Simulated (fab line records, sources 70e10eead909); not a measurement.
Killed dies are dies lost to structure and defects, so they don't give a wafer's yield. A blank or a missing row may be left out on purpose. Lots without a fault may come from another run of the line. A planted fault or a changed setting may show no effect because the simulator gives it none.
fab line records | flow nand_harc
record lots=7 wafers=19 last_day=25
route steps=1159 shown A_STAIRCASE@543 END@1159
lots that met no fault: from a run of the same line without faults
start_h: hours from the record's first day to the start of the lot's first wafer shown | wait_h: hours since the lot's step before | " the same as in the row above | L1.1+2: a row that stands for several wafers | - no value, or no start given | * or withheld: withheld | < > ~ a bound
route shown NAME@n: a module of which the file shows steps, and the number in the route of the first | usual: mean/standard deviation of fault-free wafers | same: alike in all rows | chamber/n: place in a boat | sites: the reading at each site | _std_site: their standard deviation | _edge_site: outer sites' mean less inner sites' | radius_mm: how far each site lies from the wafer's centre | mask NAME#n: copy n | behind: the tool/chamber that last shaped the wafer | hold: why the lot was held/for how many hours/how that ended | device: the transistor (n, p or np) that didn't switch | end of line: the same wafers' tests at the end of the route | a step without rows: its recipe alone | killed: dies lost to structure and defects at the first sort, not the wafer's yield | map: a wafer's dies, x killed, . not, _ none there
set.NAME: the setting as run; set.NAME@STEP: as run at that earlier step | model.NAME: the simulator's own value behind a step, which no gauge read
lots at some steps of the route; a table a step, a row a wafer
services: from which hour (start_h, from the record's first day; less than 0 if before it) a tool's chamber was out of use, for how many hours, and why
## steps
# step NHARC_A_STAIRCASE_PEB_07
# recipe peb_temp_c=115 peb_time_s=130
# step NHARC_A_STAIRCASE_DEVELOP_08
# recipe time_s=140
# step NHARC_A_STAIRCASE_HARDBAKE_10
# recipe temp_c=120 time_s=140
# step NHARC_A_STAIRCASE_DESCUM_11
# recipe time_s=3 o2_flow_sccm=200 ar_flow_sccm=0 bias_power_w=0 chemistry=O2
# step NHARC_A_STAIRCASE_TRIM_12
# recipe time_s=211.2 o2_flow_sccm=500 ar_flow_sccm=0 bias_w=0 chemistry=O2
# step NHARC_A_STAIRCASE_ETCH_13
# recipe target_depth_a=1000 time_s=40.5 ion_energy_ev=400 c4f8_flow_sccm=20 o2_flow_sccm=10 ar_flow_sccm=withheld rf_w=600 bias_w=1000 chemistry=C4F8/O2
# usual oes_product_au=0.943/0.017 rf_vpp_V=892/4.8
# columns lot.wafer tool chamber start_h wait_h oes_product_au rf_hours_counter_h rf_vpp_V
L933.2 rie_diel-08 1 - - 0.949 54 888
L933.3 " 2 " " 0.921 52 889
L933.6 " 1 " " 0.950 - 888
L935.4 rie_diel-05 2 - - 0.941 44 892
L935.1 " 3 " " 0.945 37 891
L936.3 rie_diel-05 3 - - 0.963 40 892
L936.4 " 1 " " 0.953 47 901
L936.5 " 0 " " 0.938 - 891
L937.4 rie_diel-05 1 - - 0.930 48 903
L937.3 " 2 " " 0.928 48 893
L944.1 rie_diel-08 0 - - 0.958 9 890
L944.2 " 1 " " 0.961 12 887
L944.4 " 2 " " 0.938 11 890
L947.2 rie_diel-05 0 - - 0.941 7 890
L947.4 " 2 " " 0.958 - 893
L947.6 " 0 " " 0.943 - 890
L948.1 rie_diel-08 1 - - 0.956 23 888
L948.2 " 2 " " 0.927 23 890
L948.4 " 0 " " 0.940 20 890
# step NHARC_A_STAIRCASE_TRIM_14
# recipe time_s=211.2 o2_flow_sccm=500 ar_flow_sccm=0 bias_w=0 chemistry=O2
# usual drypump_motor_current_A=5.8/0.49 oes_product_au=1.003/0.014 rf_vpp_V=57.6/0.92 showerhead_plenum_p_Torr=3.44/0.13 throttle_valve_pct=17.038/0.0081
# columns lot.wafer tool chamber start_h wait_h drypump_motor_current_A oes_product_au rf_hours_counter_h rf_vpp_V showerhead_plenum_p_Torr throttle_valve_pct
L933.2 rie_diel-08 0 - - 5.4 1.025 53 55.2 3.38 17.036
L933.3 " 2 " " 5.0 0.998 52 58.3 3.36 17.029
L933.6 " 3 " " 5.3 1.012 - 56.5 3.30 17.053
L935.1 rie_diel-05 1 - - 6.5 1.007 43 59.1 3.70 17.038
L935.4 " 2 " " 6.1 1.026 44 56.4 3.44 17.031
L936.4 rie_diel-05 1 - - 6.5 1.012 47 58.6 3.70 17.035
L936.3 " 0 " " 5.4 0.988 46 59.3 3.39 17.041
L936.5 " 2 " " 6.1 1.009 - 58.7 3.44 17.037
L937.3 rie_diel-05 3 - - 5.7 0.998 40 58.2 3.41 17.035
L937.4 " 1 " " 6.5 1.007 48 58.4 3.70 17.036
L944.1 rie_diel-08 1 - - 6.0 1.005 12 58.5 3.32 17.035
L944.2 " 2 " " 5.0 0.983 11 56.7 3.35 17.046
L944.4 " 3 " " 5.3 1.016 12 56.6 3.29 17.045
L947.2 rie_diel-05 0 - - 5.4 1.004 7 57.7 3.37 17.044
L947.6 " 2 " " 6.1 1.027 - 57.6 3.43 17.032
L947.4 " 0 " " 5.4 0.990 - 57.9 3.37 17.037
L948.4 rie_diel-08 0 - - 5.4 0.984 20 57.0 3.36 17.050
L948.2 " 1 " " 6.0 1.016 23 58.2 3.31 17.033
L948.1 " 2 " " 5.0 0.977 23 58.3 3.34 17.018
# step NHARC_A_STAIRCASE_ETCH_15
# recipe target_depth_a=1000 time_s=40.5 ion_energy_ev=400 c4f8_flow_sccm=20 o2_flow_sccm=10 ar_flow_sccm=withheld rf_w=600 bias_w=1000 chemistry=C4F8/O2
# step NHARC_A_STAIRCASE_TRIM_16
# recipe time_s=211.2 o2_flow_sccm=500 ar_flow_sccm=0 bias_w=0 chemistry=O2
# usual drypump_motor_current_A=5.8/0.48 oes_product_au=1.004/0.014 rf_vpp_V=57.6/0.95 showerhead_plenum_p_Torr=3.44/0.13 throttle_valve_pct=17.035/0.0093
# columns lot.wafer tool chamber start_h wait_h drypump_motor_current_A oes_product_au rf_hours_counter_h rf_vpp_V showerhead_plenum_p_Torr throttle_valve_pct
L933.3 rie_diel-08 0 - - 5.4 1.012 53 57.6 3.38 17.023
L933.2 " 1 " " 6.0 1.017 54 57.1 3.33 17.038
L933.6 " 0 " " 5.4 1.016 - 55.5 3.38 17.050
L935.4 rie_diel-05 2 - - 6.1 1.004 44 56.9 3.44 17.024
L935.1 " 3 " " 5.8 1.002 37 57.0 3.42 17.027
L936.3 rie_diel-05 0 - - 5.4 0.988 46 57.2 3.39 17.038
L936.4 " 2 " " 6.1 1.005 47 58.0 3.44 17.043
L936.5 " 0 " " 5.4 0.991 - 57.1 3.39 17.037
L937.3 rie_diel-05 2 - - 6.1 1.006 48 57.6 3.44 17.045
L937.4 " 3 " " 5.8 0.999 41 55.7 3.41 17.028
L944.4 rie_diel-08 2 - - 5.0 0.981 12 56.9 3.35 17.047
L944.2 " 0 " " 5.4 0.991 9 56.3 3.37 17.031
L944.1 " 1 " " 6.0 1.020 12 56.3 3.32 17.047
L947.2 rie_diel-05 2 - - 6.1 1.009 7 59.4 3.43 17.034
L947.4 " 2 " " 6.1 1.009 - 57.9 3.43 17.039
L947.6 " 1 " " 6.5 1.036 - 58.6 3.69 17.040
L948.4 rie_diel-08 0 - - 5.4 0.994 20 57.7 3.36 17.033
L948.1 " 1 " " 6.0 1.004 23 57.3 3.31 17.043
L948.2 " 2 " " 5.0 0.976 23 57.1 3.34 17.022
# step NHARC_A_STAIRCASE_ETCH_17
# recipe target_depth_a=1000 time_s=40.5 ion_energy_ev=400 c4f8_flow_sccm=20 o2_flow_sccm=10 ar_flow_sccm=withheld rf_w=600 bias_w=1000 chemistry=C4F8/O2
# usual oes_product_au=0.942/0.015 rf_vpp_V=892/4.9
# columns lot.wafer tool chamber start_h wait_h oes_product_au rf_hours_counter_h rf_vpp_V
L933.3 rie_diel-08 1 - - 0.931 58 889
L933.2 " 2 " " 0.920 56 889
L933.6 " 2 " " 0.930 - 890
L935.4 rie_diel-05 3 - - 0.956 37 892
L935.1 " 2 " " 0.956 44 894
L936.3 rie_diel-05 1 - - 0.955 48 903
L936.4 " 3 " " 0.956 40 891
L936.5 " 1 " " 0.949 - 902
L937.4 rie_diel-05 3 - - 0.943 41 890
L937.3 " 0 " " 0.930 47 891
L944.1 rie_diel-08 2 - - 0.929 12 890
L944.4 " 3 " " 0.970 12 886
L944.2 " 0 " " 0.960 9 889
L947.2 rie_diel-05 0 - - 0.942 8 891
L947.6 " 0 " " 0.944 - 890
L947.4 " 1 " " 0.966 - 902
L948.2 rie_diel-08 3 - - 0.959 24 887
L948.4 " 1 " " 0.968 23 889
L948.1 " 2 " " 0.932 24 890
# step NHARC_A_STAIRCASE_TRIM_18
# recipe time_s=211.2 o2_flow_sccm=500 ar_flow_sccm=0 bias_w=0 chemistry=O2
# usual drypump_motor_current_A=5.8/0.47 oes_product_au=1.004/0.014 rf_vpp_V=57.5/0.94 showerhead_plenum_p_Torr=3.43/0.13 throttle_valve_pct=17.037/0.0097
# columns lot.wafer tool chamber start_h wait_h drypump_motor_current_A oes_product_au rf_hours_counter_h rf_vpp_V showerhead_plenum_p_Torr throttle_valve_pct
L933.2 rie_diel-08 3 - - 5.4 1.013 57 57.7 3.30 17.047
L933.3 " 0 " " 5.4 1.015 55 56.4 3.38 17.041
L933.6 " 0 " " 5.4 1.017 - 58.5 3.38 17.053
L935.4 rie_diel-05 0 - - 5.4 0.972 42 56.7 3.39 17.024
L935.1 " 1 " " 6.5 1.004 44 56.8 3.71 17.019
L936.3 rie_diel-05 0 - - 5.4 0.996 46 58.2 3.39 17.041
L936.4 " 2 " " 6.1 1.010 47 56.9 3.44 17.050
L936.5 " 1 " " 6.5 1.011 - 57.9 3.70 17.033
L937.3 rie_diel-05 3 - - 5.8 0.980 41 57.2 3.41 17.036
L937.4 " 0 " " 5.4 0.993 47 57.0 3.39 17.039
L944.1 rie_diel-08 2 - - 5.0 0.981 12 56.4 3.35 17.036
L944.4 " 3 " " 5.3 1.027 12 57.6 3.29 17.024
L944.2 " 0 " " 5.4 0.994 9 57.7 3.37 17.034
L947.2 rie_diel-05 2 - - 6.1 1.019 7 57.2 3.43 17.036
L947.4 " 2 " " 6.1 1.015 - 58.0 3.43 17.041
L947.6 " 0 " " 5.4 0.993 - 56.0 3.37 17.028
L948.2 rie_diel-08 1 - - 6.0 1.014 24 57.4 3.31 17.031
L948.4 " 2 " " 5.0 0.985 24 57.7 3.34 17.027
L948.1 " 3 " " 5.4 1.018 24 58.1 3.28 17.042
# step NHARC_A_STAIRCASE_ETCH_19
# recipe target_depth_a=1000 time_s=40.5 ion_energy_ev=400 c4f8_flow_sccm=20 o2_flow_sccm=10 ar_flow_sccm=withheld rf_w=600 bias_w=1000 chemistry=C4F8/O2
# usual oes_product_au=0.945/0.014 rf_vpp_V=892/4.8
# columns lot.wafer tool chamber start_h wait_h oes_product_au rf_hours_counter_h rf_vpp_V
L933.3 rie_diel-08 2 283.82 - 0.933 57 890
L933.2 " 3 " " 0.942 58 887
L933.6 " 3 " " 0.949 - 889
L935.4 rie_diel-05 2 287.56 - 0.757 44 893
L935.1 " 0 " " 0.941 42 890
L936.4 rie_diel-05 2 294.05 - 0.762 47 891
L936.3 " 3 " " 0.954 40 892
L936.5 " 3 " " 0.951 - 891
L937.4 rie_diel-05 3 297.30 - 0.768 41 892
L937.3 " 0 " " 0.946 47 889
L944.4 rie_diel-08 1 343.81 - 0.953 12 887
L944.2 " 3 " " 0.958 13 889
L944.1 " 0 " " 0.941 9 890
L947.2 rie_diel-05 2 369.94 - 0.952 7 893
L947.6 " 0 " " 0.931 - 890
L947.4 " 1 " " 0.965 - 902
L948.1 rie_diel-08 3 375.38 - 0.976 24 887
L948.2 " 0 " " 0.946 20 890
L948.4 " 2 " " 0.945 24 889
# step NHARC_END_SORT_01
# recipe temp_c=25
# usual killed_at_array=27/11 killed_at_other=0.7/1.1 killed_at_periphery=3.6/2.4 killed_dies=32/11 killed_open=3.3/1.8 killed_short=2.1/1.5
# same gross_dies=677
# columns lot.wafer tool chamber start_h wait_h killed_at_array killed_at_other killed_at_periphery killed_dies killed_open killed_short
L936.4 prober-02 0 504.51 3.4 667 0 10 677 5 2
# killed by level:class
L936.4 A_STAIRCASE:area_etch=636 A_SLIT:chamber_film_flake=17 P_ZERO_WELL:chamber_film_flake=4 A_STAIRCASE:chamber_film_flake=3 A_WL_FILL:chamber_film_flake=3 A_CONTACT:chamber_film_flake=3 P_GATE:chamber_film_flake=2 P_GATE:geometric_particle:short=1
## services
# columns tool chamber start_h hours kind
rie_diel-05 0 271.28 - clean
rie_diel-05 1 271.28 - clean
rie_diel-05 2 271.28 - clean
rie_diel-05 3 271.28 - clean
rie_diel-05 2 273.08 2.7 repair
rie_diel-08 3 287.17 3.8 repair
rie_diel-05 0 295.78 - clean
rie_diel-05 1 295.78 - clean
rie_diel-05 2 295.78 - clean
rie_diel-05 3 295.78 - clean
rie_diel-08 - 301.98 9.0 pm
rie_diel-05 0 320.28 - clean
rie_diel-05 1 320.28 - clean
rie_diel-05 2 320.28 - clean
rie_diel-05 3 320.28 - clean
rie_diel-08 0 328.04 12.9 repair
rie_diel-05 - 340.67 9.0 pm
rie_diel-05 0 340.67 9.0 vent_cycle
rie_diel-05 1 340.67 9.0 vent_cycle
rie_diel-05 2 340.67 9.0 vent_cycle
rie_diel-05 3 340.67 9.0 vent_cycle
rie_diel-05 0 349.67 - clean
rie_diel-05 1 349.67 - clean
rie_diel-05 3 358.94 11.9 repair
## key
first_sign step=NHARC_A_STAIRCASE_ETCH_19 reading=oes_product_au direction=down sigmas=13 usual=0.945 struck=0.762
effect step=NHARC_END_SORT_01 reading=killed_at_array direction=up sigmas=59 usual=27 struck=667
more_kills_born_at NHARC_A_STAIRCASE_ETCH_19@rie_diel-05=636
met_at NHARC_A_STAIRCASE_ETCH_19
struck_wafers L935.4,L936.4,L937.4
later_rows_left_out L935.4,L936.4,L937.4
sort_left_out L935.4,L937.4
tester_left_out L935,L936,L937
fault kind=process_parameter_drift tool=rie_diel-05 chamber=- onset_h=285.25 steps=NHARC_A_STAIRCASE_ETCH_19 channel=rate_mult offset=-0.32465 shape=step end_h=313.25 scope=struck_wafers_only
# tester_left_out: of these lots the tester's yield and bins aren't shown, on N5 and GAA mostly nor the transistor test; their killed dies are dies lost to structure and defects alone, not to doping, threshold or leakage, so they don't give the yield
# sort_left_out: the simulated sort isn't trusted on such a fault, so these wafers' sort isn't shown, and their yield isn't known
# later_rows_left_out: the simulator's readings of these wafers behind a module that went badly wrong aren't trusted and aren't shown, but for the sort
